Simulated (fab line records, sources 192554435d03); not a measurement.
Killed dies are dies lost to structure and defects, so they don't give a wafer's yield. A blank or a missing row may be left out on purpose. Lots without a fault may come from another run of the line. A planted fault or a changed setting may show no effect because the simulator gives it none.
fab line records | flow n5_finfet
record lots=3 wafers=9 last_day=18
route steps=1938 shown BEOL_M4@1099 BEOL_M5@1112 PASSIVATION@1936
lots that met no fault: from a run of the same line without faults
start_h: hours from the record's first day to the start of the lot's first wafer shown | wait_h: hours since the lot's step before | " the same as in the row above | L1.1+2: a row that stands for several wafers | - no value, or no start given | * or withheld: withheld | < > ~ a bound
route shown NAME@n: a module of which the file shows steps, and the number in the route of the first | usual: mean/standard deviation of fault-free wafers | same: alike in all rows | chamber/n: place in a boat | sites: the reading at each site | _std_site: their standard deviation | _edge_site: outer sites' mean less inner sites' | radius_mm: how far each site lies from the wafer's centre | mask NAME#n: copy n | behind: the tool/chamber that last shaped the wafer | hold: why the lot was held/for how many hours/how that ended | device: the transistor (n, p or np) that didn't switch | end of line: the same wafers' tests at the end of the route | a step without rows: its recipe alone | killed: dies lost to structure and defects at the first sort, not the wafer's yield | map: a wafer's dies, x killed, . not, _ none there
set.NAME: the setting as run; set.NAME@STEP: as run at that earlier step | model.NAME: the simulator's own value behind a step, which no gauge read
lots at some steps of the route; a table a step, a row a wafer
services: from which hour (start_h, from the record's first day; less than 0 if before it) a tool's chamber was out of use, for how many hours, and why
## steps
# step N5_BEOL_M4_ANNEAL_95
# recipe temp_c=400 time_s=240 ambient=vacuum
# step N5_BEOL_M4_SPUTTER_96
# recipe material=Cu target_thk_a=45 temp_c=-20 chamber_pressure_pa=0.07 power_w=withheld time_s=8.29
# step N5_BEOL_M4_ECD_50
# recipe material=Cu target_thk_a=3000
# step N5_BEOL_M4_ANNEAL_51
# recipe temp_c=225 time_s=90 ambient=N2
# step N5_BEOL_M4_CMP_52
# recipe stop_on=SiOC t_overpolish_s=6.8 down_force_psi=1 platen_rpm=50 clearing_platen_down_force_psi=1.5 clearing_platen_rpm=50 post_cmp_clean=cu_alkaline target_thk_nm=40 clearing_platen_pad_velocity_m_s=0.99484 pad_velocity_m_s=0.99484
# step N5_BEOL_M4_PRE_CLEAN_60
# recipe gas=NH3/H2 time_s=15 temp_c=* rf_power_w=300
# step N5_BEOL_M4_CO_CAP_55
# recipe material=Co target_thk_a=20 temp_c=200 precursor=CCTBA/H2 pressure_torr=30 time_s=102.1
# step N5_BEOL_M4_PRE_CLEAN_56
# recipe gas=NH3 time_s=15 temp_c=withheld rf_power_w=300
# step N5_BEOL_M4_DEP_57
# recipe material=SiCN target_thk_a=80 temp_c=withheld precursor=3MS/NH3 pressure_torr=3 rf_w=202 time_s=14
# step N5_BEOL_M4_RC_MEAS_101
# usual DIBL_N=35.6/1.7 DIBL_P=35.0/2 IOFF_N=0.148/0.027 IOFF_P=0.19/0.032 ION_N=671/14 ION_P=460/9.1 SS_N=71.3/0.62 SS_P=73.0/0.64 VT_N=251/3.2 VT_P=-251.5/2.9
# columns lot.wafer tool chamber start_h wait_h DIBL_N[mV/V] DIBL_P[mV/V] IOFF_N[nA/um] IOFF_P[nA/um] ION_N[uA/um] ION_P[uA/um] SS_N[mV/dec] SS_P[mV/dec] VT_N[mV] VT_P[mV]
L660.1 prober-01 0 248.93 0.4 35.0 36.1 0.157 0.24 679 473 72.1 73.1 250 -247.0
L660.3 " 0 " " 35.6 37.1 0.165 0.26 665 462 71.9 73.5 249 -244.8
L660.4 " 0 " " 34.1 34.2 0.131 0.20 655 454 71.5 73.1 252 -248.9
L669.1 prober-01 0 299.94 0.0 35.0 33.2 0.122 0.17 667 458 71.4 72.3 253 -251.9
L669.4 " 0 " " 34.7 32.3 0.114 0.15 657 457 70.9 72.1 254 -255.0
L669.5 " 0 " " 36.6 34.5 0.151 0.19 656 459 71.8 73.2 253 -250.2
L673.1 prober-02 0 321.78 0.0 35.3 35.0 0.142 0.18 665 450 71.4 72.7 251 -255.6
L673.4 " 0 " " 35.8 35.6 0.147 0.18 665 455 71.5 73.2 254 -252.2
L673.5 " 0 " " 36.5 36.9 0.167 0.21 685 468 71.1 73.7 250 -250.5
# step N5_BEOL_M5_ILD_DEP_00
# recipe material=SiCOH_lowk target_thk_a=1406.4 temp_c=300 precursor=DEMS/porogen pressure_torr=5 rf_w=500 time_s=25.9
# step N5_BEOL_M5_CURE_79
# recipe temp_c=385 time_s=240 ambient=He/Ar material=SiCOH_lowk
# step N5_BEOL_M5_PECVD_70
# recipe material=SiO2 target_thk_a=160 temp_c=400 precursor=TEOS/O2 pressure_torr=5.5 rf_w=450 teos_flow_sccm=53.8 gas=O2 flow_sccm=3000 time_s=18
# step N5_BEOL_M5_HM_DEP_02
# recipe material=TiN target_thk_a=200 temp_c=25 chamber_pressure_pa=0.49996
# step N5_BEOL_M5_COAT_59
# recipe resist=SOC temp_c=250 time_s=60 spin_rpm=1500 resist_thk_nm=60
# step N5_BEOL_M5_COAT_60
# recipe resist=SiARC temp_c=220 time_s=60 spin_rpm=1500 resist_thk_nm=12
# step N5_BEOL_M5_COAT_71
# recipe resist=underlayer temp_c=205 time_s=60 spin_rpm=1500 resist_thk_nm=5
# step N5_BEOL_M5_COAT_05
# recipe resist=CAR-EUV spin_rpm=1500 resist_thk_nm=30
# step N5_BEOL_M5_EBR_07
# recipe solvent=PGMEA ebr_width_mm=1.5
# step N5_BEOL_M5_SOFTBAKE_06
# recipe temp_c=110 time_s=60 resist=CAR-EUV
# step N5_BEOL_M5_EXPOSE_08
# recipe mask_id=M5 na=0.33 source_shape=annular sigma_inner=0.4 sigma_outer=0.8 polarization=unpolarized target_cd_nm=28 dose_mj=35.75
# step N5_BEOL_M5_PEB_09
# recipe peb_temp_c=100 peb_time_s=60 resist=CAR-EUV
# step N5_BEOL_M5_DEVELOP_10
# recipe develop_time_s=30 developer=TMAH resist=CAR-EUV rinse_liquid=surfactant_rinse dry=air_spin dev_temp_c=23
# step N5_BEOL_M5_DESCUM_16
# recipe chemistry=O2 time_s=7 source_power_w=50 bias_power_w=20 pressure_mtorr=20 rf_frequency_hz=2.712e+07 temp_c=40 resist=CAR-EUV o2_flow_sccm=225
# step N5_BEOL_M5_ETCH_72
# recipe chemistry=N2/H2 target=underlayer target_depth_a=65 mask_material=CAR-EUV time_s=5.2 ion_energy_ev=200 pressure_mtorr=30 source_w=840 bias_w=150 n2_flow_sccm=200 h2_flow_sccm=200 ends=cleared
# step N5_BEOL_M5_ETCH_61
# recipe chemistry=CF4 target=SiARC target_depth_a=156 mask_material=CAR-EUV time_s=26 ion_energy_ev=80 pressure_mtorr=40 source_w=545 bias_w=36 Ar_flow_sccm=100 cf4_flow_sccm=100 ends=cleared
# step N5_BEOL_M5_ETCH_62
# recipe chemistry=N2/H2 target=SOC target_depth_a=750 overetch_a=150 mask_material=SiARC temp_c=40 time_s=112.5 ion_energy_ev=200 pressure_mtorr=30 source_w=840 bias_w=150 n2_flow_sccm=200 h2_flow_sccm=200
# step N5_BEOL_M5_STRIP_63
# recipe chemistry=N2/H2 temp_c=40 n2_flow_sccm=200 h2_flow_sccm=200 rf_frequency_hz=6e+07
# step N5_BEOL_M5_STRIP_73
# recipe chemistry=N2/H2 temp_c=40 n2_flow_sccm=200 h2_flow_sccm=200 rf_frequency_hz=6e+07
# step N5_BEOL_M5_STRIP_64
# recipe chemistry=CF4 resist=SiARC power_w=300 bias_power_w=75 pressure_mtorr=50 cf4_flow_sccm=150 rf_frequency_hz=6e+07
# step N5_BEOL_M5_HM_OPEN_17
# recipe chemistry=Cl2/BCl3 target_depth_a=200 overetch_a=60 target=TiN mask_material=SOC ion_energy_ev=150 pressure_mtorr=10 icp_w=1000 bias_w=126 Cl2_flow_sccm=53.25 bcl3_flow_sccm=21.75 Ar_flow_sccm=25
# step N5_BEOL_M5_STRIP_19
# recipe chemistry=O2 power_w=400 temp_c=40 pressure_mtorr=30 rf_frequency_hz=6e+07 bias_power_w=0 overash_fraction=0.2 o2_flow_sccm=225
# step N5_BEOL_M5_COAT_65
# recipe resist=SOC temp_c=250 time_s=60 spin_rpm=1500 resist_thk_nm=60
# step N5_BEOL_M5_COAT_66
# recipe resist=SiARC temp_c=220 time_s=60 spin_rpm=1500 resist_thk_nm=12
# step N5_BEOL_M5_TRENCH_ETCH_37
# recipe chemistry=C4F6/O2 target_depth_a=716.52 target=SiCOH_lowk time_s=24.7 ion_energy_ev=250 pressure_mtorr=30 source_w=345 bias_w=185 Ar_flow_sccm=300 C4F6_flow_sccm=10 O2_flow_sccm=10
# usual drypump_motor_current_A=5.66/0.29 mfc_ar_sccm=300.0/0.88 oes_product_au=0.78/0.1 rf_vpp_V=670/7.3 run_length_s=48.1/0.58 showerhead_plenum_p_Torr=2.84/0.094 throttle_valve_pct=20.91/0.21
# columns lot.wafer tool chamber start_h wait_h drypump_motor_current_A mfc_ar_sccm oes_product_au rf_hours_counter_h rf_vpp_V run_length_s showerhead_plenum_p_Torr throttle_valve_pct model.etch.depth_nm model.BEOL_M5.feature_depth_nm model.TiN_of_BEOL_M5_HM_DEP_02.thk_nm
L660.1 rie_diel-05 2 252.94 - 5.86 299.7 0.72 173 654 47.9 2.83 20.76 70.6 70.6 17.8
L660.3 " 3 " " 6.32 300.6 0.91 18 683 48.7 3.02 20.96 71.66 71.6 17.6
L660.4 " 0 " " 5.33 301.3 0.72 189 673 48.1 2.83 20.88 70.61 70.6 17.4
L669.1 rie_diel-05 2 309.54 - 5.86 299.7 0.72 189 653 47.6 2.83 20.74 70.97 71 17.6
L669.4 " 1 " " 5.09 300.3 0.83 71 664 28.2 2.88 20.73 17.53 17.6 19.2
L669.5 " 0 " " 5.34 300.5 0.71 - 675 47.9 2.82 20.90 71.11 71.2 17.6
L673.1 rie_diel-02 1 328.24 - 5.84 300.1 0.88 20 667 47.5 2.92 20.58 69.98 70 18.2
L673.4 " 0 " " 5.29 299.5 0.69 230 673 48.0 2.68 20.89 69.88 69.8 18
L673.5 " 2 " " 5.73 299.8 0.88 - 671 48.0 2.91 20.66 72.06 72 18.2
# step N5_BEOL_M5_OCD_MEAS_38
# usual trench_depth_nm=70.9/1.4
# columns lot.wafer tool chamber start_h wait_h trench_depth_nm
L660.1 ocd-02 - 253.10 - 70.4
L660.3 " - " " 71.7
L660.4 " - " " 70.8
L669.1 ocd-01 - 309.69 - 71.0
L669.4 " - " " 17.8
L669.5 " - " " 70.9
L673.1 ocd-02 - 328.40 - 70.0
L673.4 " - " " 69.9
L673.5 " - " " 71.6
# step N5_BEOL_M5_CMP_52
# recipe stop_on=SiCOH_lowk t_overpolish_s=6.9 down_force_psi=1 platen_rpm=50 clearing_platen_down_force_psi=1.5 clearing_platen_rpm=50 post_cmp_clean=cu_alkaline target_thk_nm=62 clearing_platen_pad_velocity_m_s=0.99484 pad_velocity_m_s=0.99484
# usual motor_current_A=6.1/0.65
# columns lot.wafer tool chamber start_h wait_h motor_current_A model.Cu_of_BEOL_M5_ECD_50.thk_nm
L660.3 cmp-03 0 262.29 0.2 7.4 62.2
L660.4 " 2 " " 6.1 61.6
L660.1 " 3 " " 5.2 61.4
L669.4 cmp-02 2 316.18 0.1 6.6 9.2
L669.1 " 0 " " 6.1 62
L669.5 " 3 " " 6.2 62
L673.4 cmp-03 2 335.25 0.1 6.3 58.6
L673.1 " 0 " " 7.1 59
L673.5 " 2 " " 5.8 60.8
# step N5_BEOL_M5_THK_MEAS_53
# recipe thk_meas_gauge=xrf reads=Cu_of_BEOL_M5_ECD_50
# usual M5_THK=60.4/1.8
# columns lot.wafer tool chamber start_h wait_h M5_THK[nm]
L660.1 film_metro-02 - 262.58 - 61.0
L660.3 " - " " 62.1
L660.4 " - " " 61.3
L669.1 film_metro-02 - 316.47 - 61.5
L669.4 " - " " 9.1
L669.5 " - " " 61.9
L673.1 film_metro-02 - 335.54 - 58.5
L673.4 " - " " 57.9
L673.5 " - " " 60.4
# step N5_BEOL_M5_RS_MEAS_57
# recipe thk_meas_gauge=four-point-probe reads=Co_of_BEOL_M5_CO_CAP_78+Cu_of_BEOL_M5_ECD_50+Co_of_BEOL_M5_CVD_47+TaN_of_BEOL_M5_ALD_86
# usual M5_RS=0.395/0.013
# columns lot.wafer tool chamber start_h wait_h M5_RS[ohm/sq]
L660.1 film_metro-01 - 262.84 0.0 0.391
L660.3 " - " " 0.384
L660.4 " - " " 0.389
L669.1 film_metro-02 - 316.73 0.0 0.386
L669.4 " - " " 5.220
L669.5 " - " " 0.386
L673.1 film_metro-01 - 335.80 0.0 0.410
L673.4 " - " " 0.414
L673.5 " - " " 0.395
# step N5_PASSIVATION_PROBE_49
# usual defect_limited_yield=91.2/1.6 killed_at_M0_to_M3=35/11 killed_at_M4_up=14/5.4 killed_at_contacts=13/6 killed_at_front_end=38/11 killed_at_other=3.4/2.6 killed_dies=104/19 killed_on_rim=13/3.9 killed_open=68/13 killed_short=34/8.5 sort_bin_5_function=5.1/1 sort_bin_6_memory=3.3/0.72 sort_n_pass=1075/22 sort_yield_pct=91.1/1.9
# same gross_dies=1180 killed_at_back_side=0 sort_bin_4_leakage[%]=0 sort_bin_8_speed[%]=0
# columns lot.wafer tool chamber start_h wait_h defect_limited_yield[%] killed_at_M0_to_M3 killed_at_M4_up killed_at_contacts killed_at_front_end killed_at_other killed_dies killed_on_rim killed_open killed_short sort_bin_5_function[%] sort_bin_6_memory[%] sort_n_pass sort_yield_pct[%]
L669.1 prober-01 - 414.89 0.0 88.4 28 31 12 60 6 137 14 84 38 6.8 3.4 1043 88.4
L669.4 prober-01 - 415.04 0.2 0 46 1070 6 56 2 1180 152 96 46 94.2 5.4 0 0
# killed by level:class
L669.1 BEOL_M4:geometric_particle:open=16 HKMG_FIN:area_etch=15 STI_FIN_REVEAL:geometric_particle:open=10 BEOL_M1:geometric_particle:open=9 FIN_SAQP:geometric_particle:open=8 MOL_CONTACT_COAG:geometric_particle:open=8 BEOL_M0_SAQP:geometric_particle:short=6 BEOL_M0_SAQP:geometric_particle:open=6
L669.4 BEOL_M5:area_etch=1038 BEOL_M4:geometric_particle:open=17 BEOL_M0_SAQP:geometric_particle:short=17 FIN_SAQP:geometric_particle:open=14 FIN_SAQP:geometric_particle:short=14 STI_FIN_REVEAL:geometric_particle:open=9 BEOL_M0_SAQP:geometric_particle:open=9 BEOL_M2:geometric_particle:open=8
# map L669.4 (x killed, . not)
_________________xxxxxxxxxxxx________________
______________xxxxxxxxxxxxxxxxxx_____________
___________xxxxxxxxxxxxxxxxxxxxxxxx__________
__________xxxxxxxxxxxxxxxxxxxxxxxxxx_________
________xxxxxxxxxxxxxxxxxxxxxxxxxxxxxx_______
_______xxxxxxxxxxxxxxxxxxxxxxxxxxxxxxxx______
______xxxxxxxxxxxxxxxxxxxxxxxxxxxxxxxxxx_____
_____xxxxxxxxxxxxxxxxxxxxxxxxxxxxxxxxxxxx____
____xxxxxxxxxxxxxxxxxxxxxxxxxxxxxxxxxxxxxx___
___xxxxxxxxxxxxxxxxxxxxxxxxxxxxxxxxxxxxxxxx__
___xxxxxxxxxxxxxxxxxxxxxxxxxxxxxxxxxxxxxxxx__
__xxxxxxxxxxxxxxxxxxxxxxxxxxxxxxxxxxxxxxxxxx_
__xxxxxxxxxxxxxxxxxxxxxxxxxxxxxxxxxxxxxxxxxx_
_xxxxxxxxxxxxxxxxxxxxxxxxxxxxxxxxxxxxxxxxxxxx
_xxxxxxxxxxxxxxxxxxxxxxxxxxxxxxxxxxxxxxxxxxxx
_xxxxxxxxxxxxxxxxxxxxxxxxxxxxxxxxxxxxxxxxxxxx
_xxxxxxxxxxxxxxxxxxxxxxxxxxxxxxxxxxxxxxxxxxxx
_xxxxxxxxxxxxxxxxxxxxxxxxxxxxxxxxxxxxxxxxxxxx
_xxxxxxxxxxxxxxxxxxxxxxxxxxxxxxxxxxxxxxxxxxxx
_xxxxxxxxxxxxxxxxxxxxxxxxxxxxxxxxxxxxxxxxxxxx
_xxxxxxxxxxxxxxxxxxxxxxxxxxxxxxxxxxxxxxxxxxxx
__xxxxxxxxxxxxxxxxxxxxxxxxxxxxxxxxxxxxxxxxxx_
__xxxxxxxxxxxxxxxxxxxxxxxxxxxxxxxxxxxxxxxxxx_
___xxxxxxxxxxxxxxxxxxxxxxxxxxxxxxxxxxxxxxxx__
___xxxxxxxxxxxxxxxxxxxxxxxxxxxxxxxxxxxxxxxx__
____xxxxxxxxxxxxxxxxxxxxxxxxxxxxxxxxxxxxxx___
_____xxxxxxxxxxxxxxxxxxxxxxxxxxxxxxxxxxxx____
______xxxxxxxxxxxxxxxxxxxxxxxxxxxxxxxxxx_____
_______xxxxxxxxxxxxxxxxxxxxxxxxxxxxxxxx______
________xxxxxxxxxxxxxxxxxxxxxxxxxxxxxx_______
__________xxxxxxxxxxxxxxxxxxxxxxxxxx_________
___________xxxxxxxxxxxxxxxxxxxxxxxx__________
______________xxxxxxxxxxxxxxxxxx_____________
_________________xxxxxxxxxxxx________________
# map L660.4 (x killed, . not)
_________________........x...________________
______________........x........._____________
___________.....xxx................__________
__________...x...x............x....._________
________...................x....x....._______
_______....x....x.xx........x.x.......x______
______..x......xx.x..x...x.........x...._____
_____..x.................................____
____......x..x..........x...x.............___
___.......................x....x......x....__
___...........x...........x...............x__
__.......................x........x.....x..._
__x............x....x........x..x..........._
_.....x.....................xx..x...x........
_.x...........xx.................xx..........
_.............x...x.............x.......x....
_.x...............................x...x....x.
_.....................x....................x.
_.......x...............xx...x.x..x.......x..
_x....x............................x.........
_...................x.x.............x........
__........x....x........xxx..........x......_
__.......................x.x.....x..x....x.._
___.....x...x....x.........xx..............__
___........................x..x............__
____.x...............x..............x.....___
_____.x.x................................____
______...x....................x........._____
_______.....................xx.........______
________.....x..xx.x.......x.........._______
__________..x....x.xx....x.........._________
___________..x......x.....x.....x..__________
______________...x.............._____________
_________________........x...________________
## services
# columns tool chamber start_h hours kind
cmp-02 - 246.69 7.8 pm
cmp-03 - 249.04 4.0 pm
cmp-03 - 253.04 - consumable_replace:conditioner
cmp-03 - 253.04 - consumable_replace:pad
rie_diel-02 - 257.01 2.8 pm
rie_diel-02 3 261.30 17.6 repair
cmp-03 - 267.84 23.6 repair
rie_diel-02 1 307.24 11.4 repair
rie_diel-05 - 330.98 14.6 pm
## key
first_sign step=N5_BEOL_M5_TRENCH_ETCH_37 reading=run_length_s direction=down sigmas=34 usual=* struck=*
effect step=N5_BEOL_M5_OCD_MEAS_38 reading=trench_depth_nm direction=down sigmas=38 usual=70.9 struck=17.8
effect step=N5_BEOL_M5_THK_MEAS_53 reading=M5_THK direction=down sigmas=29 usual=60.4 struck=9.1
effect step=N5_BEOL_M5_RS_MEAS_57 reading=M5_RS direction=up sigmas=99+ usual=0.395 struck=5.220
effect step=N5_PASSIVATION_PROBE_49 reading=killed_at_M4_up direction=up sigmas=99+ usual=14 struck=1070
model_effect step=N5_BEOL_M5_TRENCH_ETCH_37 value=etch.depth_nm without=72.22 struck=17.53
model_effect step=N5_BEOL_M5_CMP_52 value=Cu_of_BEOL_M5_ECD_50.thk_nm without=63.8 struck=9.2
more_kills_born_at N5_BEOL_M5_ETCH_41@rie_diel-05=1038
met_at N5_BEOL_M5_TRENCH_ETCH_37
struck_wafers L669.4
later_rows_left_out L669.4
baseline_loss step=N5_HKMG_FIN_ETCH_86 wafers=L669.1
onset_between 252.94 309.54
fault kind=process_parameter_drift tool=rie_diel-05 chamber=- onset_h=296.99 steps=N5_BEOL_M5_TRENCH_ETCH_37 channel=time_s offset=* shape=step end_h=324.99 scope=struck_wafers_only acts_in=* stated=*
# later_rows_left_out: the simulator's readings of these wafers behind a module that went badly wrong aren't trusted and aren't shown, but for the sort
# baseline_loss: these wafers lose ten dies or more at that step, a loss of the line's own and not of a fault; the sort's usual values leave them out
